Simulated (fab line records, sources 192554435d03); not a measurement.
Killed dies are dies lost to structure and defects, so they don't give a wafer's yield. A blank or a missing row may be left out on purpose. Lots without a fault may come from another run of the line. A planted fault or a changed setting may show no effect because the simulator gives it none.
fab line records | flow n5_finfet
record lots=7 wafers=19 last_day=19
route steps=1938 shown BEOL_M11@1567 PASSIVATION@1936
lots that met no fault: from a run of the same line without faults
start_h: hours from the record's first day to the start of the lot's first wafer shown | wait_h: hours since the lot's step before | " the same as in the row above | L1.1+2: a row that stands for several wafers | - no value, or no start given | * or withheld: withheld | < > ~ a bound
route shown NAME@n: a module of which the file shows steps, and the number in the route of the first | usual: mean/standard deviation of fault-free wafers | same: alike in all rows | chamber/n: place in a boat | sites: the reading at each site | _std_site: their standard deviation | _edge_site: outer sites' mean less inner sites' | radius_mm: how far each site lies from the wafer's centre | mask NAME#n: copy n | behind: the tool/chamber that last shaped the wafer | hold: why the lot was held/for how many hours/how that ended | device: the transistor (n, p or np) that didn't switch | end of line: the same wafers' tests at the end of the route | a step without rows: its recipe alone | killed: dies lost to structure and defects at the first sort, not the wafer's yield | map: a wafer's dies, x killed, . not, _ none there
set.NAME: the setting as run; set.NAME@STEP: as run at that earlier step | model.NAME: the simulator's own value behind a step, which no gauge read
lots at some steps of the route; a table a step, a row a wafer
services: from which hour (start_h, from the record's first day; less than 0 if before it) a tool's chamber was out of use, for how many hours, and why
## steps
# step N5_BEOL_M11_DEVELOP_27
# recipe develop_time_s=30 developer=TMAH resist=CAR-ArF rinse_liquid=diw dry=air_spin dev_temp_c=23
# step N5_BEOL_M11_CD_MEAS_28
# recipe target_cd_nm=70 landing_energy_ev=500 detector=se_inlens polarity=opening
# usual cd_nm=69.9/1.1
# columns lot.wafer tool chamber start_h wait_h cd_nm
L663.1 cd_sem-03 0 309.52 - 70.9
L663.5 " 0 " " 70.5
L664.1 cd_sem-01 0 313.28 - 69.5
L664.4 " 0 " " 69.7
L665.1 cd_sem-02 0 315.98 - 69.4
L665.5 " 0 " " 71.0
L665.6 " 0 " " 70.0
L669.1 cd_sem-02 0 374.36 - 71.1
L669.5 " 0 " " 70.7
L669.6 " 0 " " 71.6
L673.4 cd_sem-01 0 409.22 - 68.7
L673.5 " 0 " " 69.0
L673.6 " 0 " " 69.6
L674.2 cd_sem-02 0 409.26 - 67.5
L674.3 " 0 " " 68.7
L674.6 " 0 " " 68.3
L676.2 cd_sem-02 0 409.34 - 71.6
L676.3 " 0 " " 68.7
L676.4 " 0 " " 69.4
# step N5_BEOL_M11_OVL_MEAS_29
# recipe points_per_wafer=44
# usual V10_OVL=-0.2/0.78
# columns lot.wafer tool chamber start_h wait_h V10_OVL[nm]
L663.1 overlay-01 0 309.55 0.0 0.1
L663.5 " 0 " " 0.6
L664.1 overlay-02 0 313.32 0.0 -0.3
L664.4 " 0 " " 0.6
L665.1 overlay-02 0 316.01 0.0 -0.6
L665.5 " 0 " " -0.3
L665.6 " 0 " " 0.0
L669.1 overlay-01 0 374.39 0.0 0.0
L669.5 " 0 " " 1.2
L669.6 " 0 " " -1.0
L673.4 overlay-02 0 409.25 0.0 -0.6
L673.5 " 0 " " -0.4
L673.6 " 0 " " 0.6
L674.2 overlay-02 0 409.29 0.0 -1.6
L674.3 " 0 " " 0.0
L674.6 " 0 " " -1.3
L676.2 overlay-01 0 409.37 0.0 -0.2
L676.3 " 0 " " -0.9
L676.4 " 0 " " -0.8
# step N5_BEOL_M11_INSPECT_30
# recipe mode=adi inspect_instrument=brightfield
# usual raw_defect_count=379/95
# columns lot.wafer tool chamber start_h wait_h raw_defect_count
L663.1 defect_inspect-01 - 309.58 0.0 463
L663.5 " - " " 426
L664.1 defect_inspect-02 - 313.34 0.0 286
L664.4 " - " " 311
L665.1 defect_inspect-01 - 316.03 0.0 477
L665.5 " - " " 432
L665.6 " - " " 215
L669.1 defect_inspect-02 - 374.41 0.0 320
L669.5 " - " " 294
L669.6 " - " " 294
L673.4 defect_inspect-02 - 409.27 0.0 362
L673.5 " - " " 279
L673.6 " - " " 348
L674.2 defect_inspect-01 - 409.31 0.0 619
L674.3 " - " " 316
L674.6 " - " " 418
L676.2 defect_inspect-02 - 409.40 0.0 279
L676.3 " - " " 272
L676.4 " - " " 382
# step N5_BEOL_M11_DESCUM_33
# recipe chemistry=O2 time_s=7.9 source_power_w=50 bias_power_w=20 pressure_mtorr=20 rf_frequency_hz=2.712e+07 temp_c=40 resist=CAR-ArF o2_flow_sccm=225
# step N5_BEOL_M11_ETCH_65
# recipe chemistry=CF4 target=SiARC target_depth_a=390 mask_material=CAR-ArF time_s=65 ion_energy_ev=80 pressure_mtorr=40 source_w=545 bias_w=36 Ar_flow_sccm=100 cf4_flow_sccm=100 ends=cleared
# usual chamber_pressure_mTorr=40.00/0.059 drypump_motor_current_A=5.6/0.34 etch_rf_on_time_s=64.5/1.4 oes_product_au=0.64/0.063 rf_vpp_V=184.2/1.2 showerhead_plenum_p_Torr=2.15/0.065 throttle_valve_pct=15.86/0.2
# columns lot.wafer tool chamber start_h wait_h chamber_pressure_mTorr drypump_motor_current_A etch_rf_on_time_s oes_product_au rf_hours_counter_h rf_vpp_V showerhead_plenum_p_Torr throttle_valve_pct
L663.1 rie_diel-02 0 309.65 0.0 39.95 5.8 64.3 0.70 86 182.9 2.09 15.37
L663.5 " 3 " " 40.01 5.0 63.9 0.75 - 184.5 2.28 15.75
L664.1 rie_diel-02 0 313.64 0.0 39.99 5.8 64.8 0.69 87 182.8 2.09 15.39
L664.4 " 2 " " 39.98 5.6 63.1 0.60 230 183.8 2.12 16.05
L665.1 rie_diel-02 0 316.10 0.0 40.05 5.8 65.1 0.70 88 183.4 2.09 15.35
L665.5 " 0 " " 39.91 5.8 65.0 0.69 - 182.8 2.09 15.36
L665.6 " 1 " " 40.00 5.6 67.7 0.60 - 185.2 2.20 15.86
L669.1 rie_diel-03 3 374.51 0.0 40.01 5.5 65.4 0.60 246 183.6 2.12 16.10
L669.5 " 3 " " 40.01 5.5 66.0 0.60 - 183.6 2.12 16.09
L669.6 " 0 " " 39.97 5.4 64.0 0.61 - 182.5 2.12 15.78
L673.4 rie_diel-01 1 409.36 0.0 40.09 6.1 63.2 0.84 - 182.4 2.10 15.52
L673.5 " 3 " " 40.03 6.5 63.3 0.60 - 183.7 2.03 15.80
L673.6 " 2 " " 39.99 5.5 63.9 0.59 - 183.5 2.19 16.16
L674.2 rie_diel-02 0 409.38 0.0 40.01 5.8 65.5 0.67 119 183.3 2.08 15.43
L674.3 " 3 " " 39.99 5.1 64.3 0.72 85 185.7 2.26 15.84
L674.6 " 3 " " 40.02 5.0 64.8 0.72 - 185.6 2.26 15.81
L676.2 rie_diel-03 2 410.25 0.0 39.93 5.3 63.6 0.61 205 184.1 2.12 16.04
L676.3 " 0 " " 39.98 5.4 64.4 0.60 236 184.7 2.12 15.80
L676.4 " 0 " " 40.02 5.4 64.6 0.60 - 184.0 2.12 15.82
# step N5_BEOL_M11_ETCH_66
# recipe chemistry=N2/H2 target=SOC target_depth_a=1200 overetch_a=240 mask_material=SiARC temp_c=40 time_s=180 ion_energy_ev=200 pressure_mtorr=30 source_w=840 bias_w=150 n2_flow_sccm=200 h2_flow_sccm=200
# usual chamber_pressure_mTorr=29.999/0.026 drypump_motor_current_A=5.6/0.34 h2_flow_sccm=200.1/0.6 n2_flow_sccm=199.9/0.52 oes_product_au=0.60/0.055 rf_vpp_V=524.1/2.4 showerhead_plenum_p_Torr=2.55/0.082 throttle_valve_pct=18.09/0.19
# columns lot.wafer tool chamber start_h wait_h chamber_pressure_mTorr drypump_motor_current_A h2_flow_sccm n2_flow_sccm oes_product_au rf_hours_counter_h rf_vpp_V showerhead_plenum_p_Torr throttle_valve_pct
L663.1 rie_diel-02 0 309.70 0.0 30.006 5.8 199.6 199.0 0.66 86 521.3 2.48 17.53
L663.5 " 3 " " 29.970 5.0 200.3 200.5 0.71 - 527.3 2.69 17.84
L664.1 rie_diel-02 0 313.69 0.0 30.015 5.8 200.8 199.3 0.67 87 520.8 2.48 17.53
L664.4 " 2 " " 30.022 5.7 200.3 200.3 0.56 230 523.0 2.51 18.20
L665.1 rie_diel-02 0 316.15 0.0 30.003 5.8 200.1 199.9 0.66 88 521.9 2.48 17.54
L665.5 " 0 " " 29.967 5.8 200.5 199.7 0.66 - 521.4 2.48 17.54
L665.6 " 1 " " 29.959 5.6 200.8 199.8 0.58 - 526.1 2.63 18.17
L669.1 rie_diel-03 3 374.56 0.0 30.020 5.5 200.7 200.2 0.57 246 521.4 2.49 18.32
L669.5 " 3 " " 30.016 5.5 200.7 200.2 0.58 - 523.7 2.49 18.29
L669.6 " 0 " " 29.969 5.5 200.8 199.3 0.57 - 521.7 2.52 18.17
L674.2 rie_diel-02 0 409.43 0.0 29.964 5.8 199.0 199.4 0.64 119 523.1 2.46 17.59
L674.3 " 3 " " 30.005 5.1 201.0 199.9 0.67 85 528.4 2.67 17.91
L674.6 " 3 " " 30.045 5.0 200.6 200.8 0.69 - 527.3 2.67 17.91
L673.4 rie_diel-01 1 409.44 0.1 30.019 6.1 199.5 200.4 0.79 - 523.5 2.50 17.93
L673.5 " 3 " " 30.015 6.4 199.6 199.8 0.56 - 520.3 2.41 18.09
L673.6 " 2 " " 29.996 5.5 199.1 200.6 0.55 - 525.6 2.61 18.30
L676.2 rie_diel-03 2 410.30 0.0 29.988 5.3 198.3 201.0 0.57 205 524.0 2.50 18.11
L676.3 " 0 " " 30.041 5.4 199.9 199.8 0.57 237 522.6 2.52 18.20
L676.4 " 0 " " 29.956 5.4 200.1 200.0 0.56 - 522.0 2.52 18.19
# step N5_BEOL_M11_STRIP_69
# recipe chemistry=N2/H2 temp_c=40 n2_flow_sccm=200 h2_flow_sccm=200 rf_frequency_hz=6e+07
# step N5_BEOL_M11_VIA_ETCH_34
# recipe chemistry=C4F6/O2 target=SiCOH_lowk target_depth_a=1845 mask_material=SOC taper_deg=4 time_s=69.2 ion_energy_ev=250 pressure_mtorr=30 source_w=345 bias_w=185 Ar_flow_sccm=300 C4F6_flow_sccm=10 O2_flow_sccm=10
# usual chamber_pressure_mTorr=29.997/0.026 drypump_motor_current_A=5.6/0.34 oes_o_777_au=0.75/0.068 oes_product_au=0.75/0.074 rf_vpp_V=667/11 showerhead_plenum_p_Torr=2.86/0.09 throttle_valve_pct=21.14/0.19
# columns lot.wafer tool chamber start_h wait_h chamber_pressure_mTorr drypump_motor_current_A oes_o_777_au oes_product_au rf_hours_counter_h rf_vpp_V showerhead_plenum_p_Torr throttle_valve_pct
L663.1 rie_diel-02 0 309.82 0.0 30.028 5.8 0.83 0.83 86 668 2.77 20.56
L663.5 " 3 " " 29.985 5.0 0.87 0.90 - 682 3.03 21.18
L664.1 rie_diel-02 0 313.81 0.0 29.979 5.8 0.83 0.82 87 669 2.77 20.54
L664.4 " 2 " " 30.041 5.7 0.71 0.69 230 644 2.82 21.32
L665.1 rie_diel-02 0 316.28 0.0 30.017 5.8 0.83 0.82 88 669 2.77 20.58
L665.5 " 0 " " 29.979 5.8 0.83 0.82 - 667 2.77 20.57
L665.6 " 1 " " 30.019 5.6 0.69 0.71 - 673 2.93 21.16
L669.1 rie_diel-03 3 374.68 0.0 30.032 5.5 0.73 0.70 246 656 2.81 21.39
L669.5 " 3 " " 30.039 5.5 0.72 0.70 - 653 2.81 21.38
L669.6 " 0 " " 30.040 5.4 0.73 0.70 - 673 2.83 21.11
L673.4 rie_diel-01 1 409.54 0.0 29.968 6.1 0.99 0.99 - 668 2.80 20.98
L673.5 " 3 " " 30.024 6.4 0.68 0.70 - 671 2.68 20.98
L673.6 " 2 " " 30.043 5.5 0.68 0.68 - 662 2.89 21.27
L674.2 rie_diel-02 0 409.55 0.0 29.983 5.8 0.79 0.78 119 668 2.75 20.61
L674.3 " 3 " " 29.976 5.1 0.83 0.84 85 682 3.02 21.21
L674.6 " 3 " " 29.965 5.1 0.83 0.85 - 682 3.02 21.22
L676.2 rie_diel-03 2 410.42 0.0 30.058 5.3 0.72 0.72 205 660 2.81 21.27
L676.3 " 0 " " 29.977 5.4 0.72 0.70 237 673 2.82 21.13
L676.4 " 0 " " 29.997 5.4 0.73 0.70 - 671 2.82 21.14
# step N5_BEOL_M11_STRIP_73
# recipe chemistry=C4F6/O2 resist=SiARC rf_frequency_hz=6e+07
# step N5_BEOL_M11_STRIP_36
# recipe chemistry=N2/H2 power_w=450 temp_c=40 pressure_mtorr=20 rf_frequency_hz=6e+07 overash_fraction=0.3 bias_power_w=7 h2_frac=0.5 n2_flow_sccm=200 h2_flow_sccm=200
# usual chamber_pressure_mTorr=20.00/0.035 drypump_motor_current_A=5.6/0.34 h2_flow_sccm=200.1/0.58 n2_flow_sccm=200.0/0.58 oes_product_au=0.75/0.074 rf_vpp_V=59.2/2 showerhead_plenum_p_Torr=2.55/0.082 throttle_valve_pct=23.92/0.23
# columns lot.wafer tool chamber start_h wait_h chamber_pressure_mTorr drypump_motor_current_A h2_flow_sccm n2_flow_sccm oes_product_au rf_hours_counter_h rf_vpp_V showerhead_plenum_p_Torr throttle_valve_pct
L663.1 rie_diel-02 0 309.88 0.0 19.96 5.8 200.0 200.6 0.83 86 58.2 2.47 23.31
L663.5 " 3 " " 19.97 5.0 200.5 199.7 0.89 - 62.0 2.68 23.63
L664.1 rie_diel-02 0 313.87 0.0 19.99 5.8 199.9 200.4 0.81 87 54.3 2.47 23.31
L664.4 " 2 " " 19.97 5.7 200.2 199.7 0.69 230 61.3 2.50 24.00
L665.1 rie_diel-02 0 316.34 0.0 19.95 5.8 200.0 200.0 0.82 88 58.0 2.47 23.27
L665.5 " 0 " " 19.99 5.8 199.0 199.6 0.83 - 56.8 2.47 23.26
L665.6 " 1 " " 20.02 5.6 200.7 200.0 0.71 - 60.0 2.62 24.04
L669.1 rie_diel-03 3 374.74 0.0 20.06 5.5 201.5 199.9 0.70 246 57.1 2.49 24.18
L669.5 " 3 " " 20.00 5.5 201.7 199.8 0.70 - 62.3 2.49 24.16
L669.6 " 0 " " 19.94 5.4 199.5 199.8 0.71 - 55.7 2.52 24.07
L673.4 rie_diel-01 1 409.59 0.0 20.03 6.1 199.9 200.7 0.99 - 58.9 2.50 23.95
L673.5 " 3 " " 19.92 6.5 200.4 199.7 0.69 - 58.4 2.41 23.99
L673.6 " 2 " " 19.97 5.5 200.8 199.9 0.66 - 59.7 2.61 23.95
L674.2 rie_diel-02 0 409.62 0.0 20.00 5.8 200.7 200.3 0.78 119 59.2 2.46 23.34
L674.3 " 3 " " 19.96 5.1 200.8 198.5 0.85 85 60.0 2.67 23.66
L674.6 " 3 " " 20.01 5.0 200.9 200.0 0.84 - 60.1 2.67 23.66
L676.2 rie_diel-03 2 410.49 0.0 20.04 5.4 201.1 200.2 0.72 205 59.3 2.50 23.80
L676.3 " 0 " " 19.98 5.5 200.7 199.7 0.69 237 56.2 2.52 24.11
L676.4 " 0 " " 19.98 5.4 199.6 199.5 0.70 - 61.0 2.52 24.13
# step N5_BEOL_M11_TRENCH_ETCH_37
# recipe chemistry=C4F6/O2 target_depth_a=1488.3 target=SiCOH_lowk time_s=48 ion_energy_ev=250 pressure_mtorr=30 source_w=345 bias_w=185 Ar_flow_sccm=300 C4F6_flow_sccm=10 O2_flow_sccm=10
# step N5_BEOL_M11_ETCH_41
# recipe chemistry=CH3F/O2 target=SiCN target_depth_a=426 taper_deg=2 time_s=86 ion_energy_ev=120 mask_material=TiN pressure_mtorr=30 source_w=395 bias_w=75 Ar_flow_sccm=150 CH3F_flow_sccm=30 O2_flow_sccm=20
# usual chamber_pressure_mTorr=30.00/0.039 drypump_motor_current_A=5.6/0.34 oes_product_au=0.75/0.074 rf_vpp_V=297.6/1.5 showerhead_plenum_p_Torr=2.01/0.066 throttle_valve_pct=16.56/0.19
# columns lot.wafer tool chamber start_h wait_h chamber_pressure_mTorr drypump_motor_current_A oes_product_au rf_hours_counter_h rf_vpp_V showerhead_plenum_p_Torr throttle_valve_pct model.etch.depth_nm
L663.1 rie_diel-02 0 309.96 - 30.03 5.8 0.70 86 296.7 1.94 16.00 25.37
L663.5 " 3 " " 30.03 5.1 0.90 - 299.5 2.14 16.49 33.35
L664.1 rie_diel-02 0 313.95 - 30.03 5.8 0.70 87 295.7 1.94 16.01 25.54
L664.4 " 2 " " 30.08 5.7 0.68 230 298.1 1.98 16.73 32.45
L665.1 rie_diel-02 0 316.42 - 30.00 5.8 0.70 88 297.9 1.94 16.01 25.12
L665.5 " 0 " " 30.05 5.8 0.81 - 295.8 1.94 16.02 32.59
L665.6 " 1 " " 29.99 5.6 0.59 - 297.6 2.06 16.59 24.71
L669.1 rie_diel-03 3 374.82 - 30.04 5.5 0.70 246 296.4 1.97 16.81 32.2
L669.5 " 3 " " 30.01 5.5 0.70 - 295.9 1.97 16.79 32.04
L669.6 " 0 " " 30.01 5.4 0.71 - 297.4 1.99 16.54 32.88
L673.4 rie_diel-01 1 409.69 - 29.97 6.0 0.98 - 296.2 1.97 16.29 33.09
L673.5 " 3 " " 29.99 6.5 0.69 - 293.9 1.88 16.49 32.44
L673.6 " 2 " " 30.01 5.5 0.67 - 300.0 2.03 16.76 32.04
L674.2 rie_diel-02 0 409.70 - 30.01 5.8 0.79 119 297.5 1.93 16.09 32.88
L674.3 " 3 " " 30.02 5.0 0.84 85 298.9 2.13 16.54 33.33
L674.6 " 3 " " 29.95 5.0 0.86 - 300.4 2.13 16.56 33.52
L676.2 rie_diel-03 2 410.57 - 29.99 5.4 0.71 205 295.6 1.97 16.70 32.59
L676.3 " 0 " " 29.98 5.4 0.69 237 298.1 1.98 16.58 32.26
L676.4 " 0 " " 29.98 5.4 0.70 - 296.2 1.98 16.56 32.37
# step N5_BEOL_M11_STRIP_77
# recipe chemistry=N2/H2 time_s=10 power_w=450 temp_c=40 pressure_mtorr=20 rf_frequency_hz=6e+07 bias_power_w=7 n2_flow_sccm=200 h2_flow_sccm=200
# usual chamber_pressure_mTorr=20.000/0.018 drypump_motor_current_A=5.6/0.34 h2_flow_sccm=200.0/0.59 n2_flow_sccm=199.9/0.56 oes_product_au=0.74/0.072 rf_vpp_V=59.2/0.88 showerhead_plenum_p_Torr=2.55/0.082 throttle_valve_pct=23.92/0.23
# columns lot.wafer tool chamber start_h wait_h chamber_pressure_mTorr drypump_motor_current_A h2_flow_sccm n2_flow_sccm oes_product_au rf_hours_counter_h rf_vpp_V showerhead_plenum_p_Torr throttle_valve_pct
L663.1 rie_diel-02 0 - - 19.979 5.8 199.9 199.9 0.82 86 59.0 2.47 23.27
L663.5 " 3 " " 20.016 5.0 200.7 199.7 0.89 - 60.1 2.68 23.63
L664.1 rie_diel-02 0 - - 20.018 5.8 201.0 199.8 0.82 87 57.7 2.47 23.28
L664.4 " 2 " " 19.990 5.6 200.5 199.6 0.69 230 59.4 2.50 24.04
L665.1 rie_diel-02 0 - - 19.991 5.8 200.9 200.6 0.83 88 61.3 2.47 23.29
L665.5 " 0 " " 20.000 5.8 200.2 200.5 0.81 - 58.3 2.47 23.28
L665.6 " 1 " " 20.007 5.6 200.1 201.6 0.71 - 59.5 2.62 24.08
L669.1 rie_diel-03 3 - - 20.029 5.5 200.2 200.9 0.71 246 58.5 2.49 24.17
L669.5 " 3 " " 20.007 5.5 200.0 199.8 0.70 - 58.8 2.49 24.15
L669.6 " 0 " " 19.987 5.4 200.6 199.9 0.71 - 59.2 2.52 24.09
L673.4 rie_diel-01 1 - - 20.031 6.1 199.9 200.5 0.98 - 59.3 2.50 23.99
L673.5 " 3 " " 19.994 6.4 199.8 199.9 0.69 - 58.8 2.41 24.00
L673.6 " 2 " " 19.997 5.5 200.1 200.1 0.67 - 61.7 2.61 23.94
L674.2 rie_diel-02 0 - - 19.974 5.7 200.6 198.9 0.78 119 57.6 2.46 23.34
L674.3 " 3 " " 20.004 5.0 200.7 199.7 0.85 85 58.2 2.67 23.68
L674.6 " 3 " " 19.990 5.0 199.4 200.4 0.84 - 60.3 2.67 23.67
L676.2 rie_diel-03 2 - - 20.007 5.3 199.8 199.8 0.71 205 58.3 2.50 23.82
L676.3 " 0 " " 20.000 5.4 199.8 199.5 0.70 237 60.8 2.52 24.11
L676.4 " 0 " " 20.011 5.4 199.4 199.8 0.70 - 58.8 2.52 24.08
# step N5_PASSIVATION_PROBE_49
# usual defect_limited_yield=91.1/1.4 killed_at_M0_to_M3=36/11 killed_at_M4_up=14/5.2 killed_at_contacts=12/6.1 killed_at_front_end=40/12 killed_at_other=3.2/2.5 killed_dies=105/16 killed_on_rim=14/4.4 killed_open=68/12 killed_short=35/8.7 sort_bin_5_function=5.2/0.89 sort_bin_6_memory=3.3/0.66 sort_n_pass=1074/16 sort_yield_pct=91.1/1.4
# same gross_dies=1180 killed_at_back_side=0 sort_bin_4_leakage[%]=0 sort_bin_8_speed[%]=0
# columns lot.wafer tool chamber start_h wait_h defect_limited_yield[%] killed_at_M0_to_M3 killed_at_M4_up killed_at_contacts killed_at_front_end killed_at_other killed_dies killed_on_rim killed_open killed_short sort_bin_5_function[%] sort_bin_6_memory[%] sort_n_pass sort_yield_pct[%]
L663.5 prober-02 - 362.68 0.2 89.0 35 15 11 68 1 130 17 77 49 5.7 4.7 1050 89.0
L665.1 prober-02 - 370.06 0.0 89.7 50 17 20 33 2 122 15 85 36 5.8 4.2 1058 89.7
L665.5 prober-02 - 370.26 0.2 92.4 37 11 5 35 2 90 14 64 26 4.3 2.9 1090 92.4
L665.6 prober-02 - 370.31 0.3 92.8 42 13 11 18 1 85 14 64 16 4.2 2.7 1095 92.8
L669.5 prober-01 - 412.18 0.2 94.1 15 14 11 24 6 70 9 46 23 3.9 1.9 1110 94.1
L673.4 prober-01 - 448.96 0.2 91.3 27 6 16 48 6 103 19 66 31 5.1 2.7 1077 91.3
L673.5 prober-01 - 449.01 0.2 90.8 24 12 15 55 3 109 17 73 34 5.3 3.6 1071 90.8
L673.6 prober-01 - 449.06 0.3 92.8 30 15 8 28 4 85 14 56 26 4.2 2.6 1095 92.8
L674.2 prober-01 - 453.30 0.1 89.2 49 6 21 44 8 128 19 90 33 6.5 4.1 1052 89.2
L674.3 prober-01 - 453.35 0.1 88.1 68 10 28 33 2 141 14 76 61 7.5 3.8 1039 88.1
L674.6 prober-01 - 453.50 0.3 90.7 58 12 10 23 7 110 17 70 37 6.2 3.1 1070 90.7
# killed by level:class
L663.5 FIN_SAQP:geometric_particle:open=27 FIN_SAQP:geometric_particle:short=17 BEOL_M1:geometric_particle:open=9 MOL_CONTACT_COAG:geometric_particle:open=8 BEOL_M0_SAQP:geometric_particle:short=7 BEOL_M2:geometric_particle:open=6 ILD0:geometric_particle:short=5 BEOL_M4:geometric_particle:open=5
L665.1 BEOL_M0_SAQP:geometric_particle:short=15 MOL_CONTACT_COAG:geometric_particle:open=14 BEOL_M0_SAQP:geometric_particle:open=13 STI_FIN_REVEAL:geometric_particle:open=9 BEOL_M4:geometric_particle:open=7 FIN_SAQP:geometric_particle:open=6 MOL_CONTACT_COAG:geometric_particle:short=6 BEOL_M2:geometric_particle:open=6
L665.5 BEOL_M0_SAQP:geometric_particle:short=10 BEOL_M2:geometric_particle:open=10 BEOL_M3:geometric_particle:open=9 FIN_SAQP:geometric_particle:open=8 BEOL_M4:geometric_particle:open=7 STARTING-WAFER:geometric_particle:open=7 FIN_SAQP:geometric_particle:short=5 MOL_CONTACT_COAG:geometric_particle:open=5
L665.6 BEOL_M0_SAQP:geometric_particle:open=14 MOL_CONTACT_COAG:geometric_particle:open=11 BEOL_M2:geometric_particle:open=8 BEOL_M3:geometric_particle:open=7 BEOL_M0_SAQP:geometric_particle:short=5 FIN_SAQP:geometric_particle:open=4 STI_FIN_REVEAL:geometric_particle:open=4 BEOL_M4:geometric_particle:open=4
L669.5 MOL_CONTACT_COAG:geometric_particle:open=9 FIN_SAQP:geometric_particle:short=7 STI_FIN_REVEAL:geometric_particle:open=7 BEOL_M8:geometric_particle:open=6 BEOL_M3:geometric_particle:open=5 BEOL_M0_SAQP:geometric_particle:short=4 BEOL_M4:geometric_particle:open=4 MIM_TOP:geometric_particle:open=3
L673.4 MOL_CONTACT_COAG:geometric_particle:open=11 FIN_SAQP:geometric_particle:open=8 DUMMY_GATE:geometric_particle:open=8 FIN_SAQP:geometric_particle:short=6 STI_FIN_REVEAL:geometric_particle:open=6 BEOL_M1:geometric_particle:open=6 BEOL_M3:geometric_particle:open=6 MOL_CONTACT_COAG:geometric_particle:short=5
L673.5 STI_FIN_REVEAL:geometric_particle:open=15 FIN_SAQP:geometric_particle:short=10 MOL_CONTACT_COAG:geometric_particle:open=9 FIN_SAQP:geometric_particle:open=8 BEOL_M0_SAQP:geometric_particle:short=8 DUMMY_GATE:geometric_particle:open=7 BEOL_M2:geometric_particle:open=6 MOL_CONTACT_COAG:geometric_particle:short=5
L673.6 BEOL_M0_SAQP:geometric_particle:open=8 FIN_SAQP:geometric_particle:open=7 MOL_CONTACT_COAG:geometric_particle:open=7 BEOL_M0_SAQP:geometric_particle:short=7 BEOL_M3:geometric_particle:open=6 FIN_SAQP:geometric_particle:short=5 DUMMY_GATE:geometric_particle:open=5 BEOL_M2:geometric_particle:open=5
L674.2 MOL_CONTACT_COAG:geometric_particle:open=16 BEOL_M0_SAQP:geometric_particle:open=12 DUMMY_GATE:geometric_particle:open=11 STI_FIN_REVEAL:geometric_particle:open=9 BEOL_M0:geometric_particle:open=7 BEOL_M1:geometric_particle:open=7 BEOL_M0_SAQP:geometric_particle:short=6 FIN_SAQP:geometric_particle:short=5
L674.3 MOL_CONTACT_COAG:geometric_particle:open=23 BEOL_M0_SAQP:geometric_particle:short=22 BEOL_M0_SAQP:geometric_particle:open=16 FIN_SAQP:geometric_particle:short=9 BEOL_M2:geometric_particle:open=8 BEOL_M1:geometric_particle:short=8 FIN_SAQP:geometric_particle:open=5 DUMMY_GATE:geometric_particle:open=5
L674.6 BEOL_M0_SAQP:geometric_particle:open=19 BEOL_M0_SAQP:geometric_particle:short=12 MOL_CONTACT_COAG:geometric_particle:open=9 FIN_SAQP:geometric_particle:short=6 BEOL_M0:geometric_particle:open=6 BEOL_M1:geometric_particle:open=6 STI_FIN_REVEAL:geometric_particle:open=5 BEOL_M1:geometric_particle:short=5
## services
# columns tool chamber start_h hours kind
rie_diel-03 - 329.81 14.6 pm
rie_diel-01 - 333.19 2.8 pm
rie_diel-02 2 368.90 - clean
rie_diel-02 2 368.90 - consumable_replace:focus_ring
rie_diel-02 2 368.90 14.5 scheduled_down
rie_diel-02 2 368.90 14.5 vent_cycle
rie_diel-01 1 381.97 - clean
rie_diel-01 1 381.97 - consumable_replace:focus_ring
rie_diel-01 1 381.97 14.6 scheduled_down
rie_diel-01 1 381.97 14.6 vent_cycle
rie_diel-03 3 389.85 - clean
rie_diel-03 3 389.85 - consumable_replace:focus_ring
rie_diel-03 3 389.85 28.8 scheduled_down
rie_diel-03 3 389.85 28.8 vent_cycle
rie_diel-01 0 396.67 - clean
rie_diel-01 0 396.67 - consumable_replace:focus_ring
rie_diel-01 0 396.67 15.8 scheduled_down
rie_diel-01 0 396.67 15.8 vent_cycle
rie_diel-02 2 402.51 9.0 repair
## key
first_sign none at tools or gauges
model_effect step=N5_BEOL_M11_ETCH_41 value=etch.depth_nm without=32.42 struck=25.18
met_at N5_BEOL_M11_ETCH_41
struck_wafers L663.1,L664.1,L665.1,L665.6
fault kind=process_parameter_drift tool=rie_diel-02 chamber=- onset_h=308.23 steps=N5_BEOL_M11_ETCH_41 channel=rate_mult offset=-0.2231 shape=step end_h=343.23 scope=struck_wafers_only
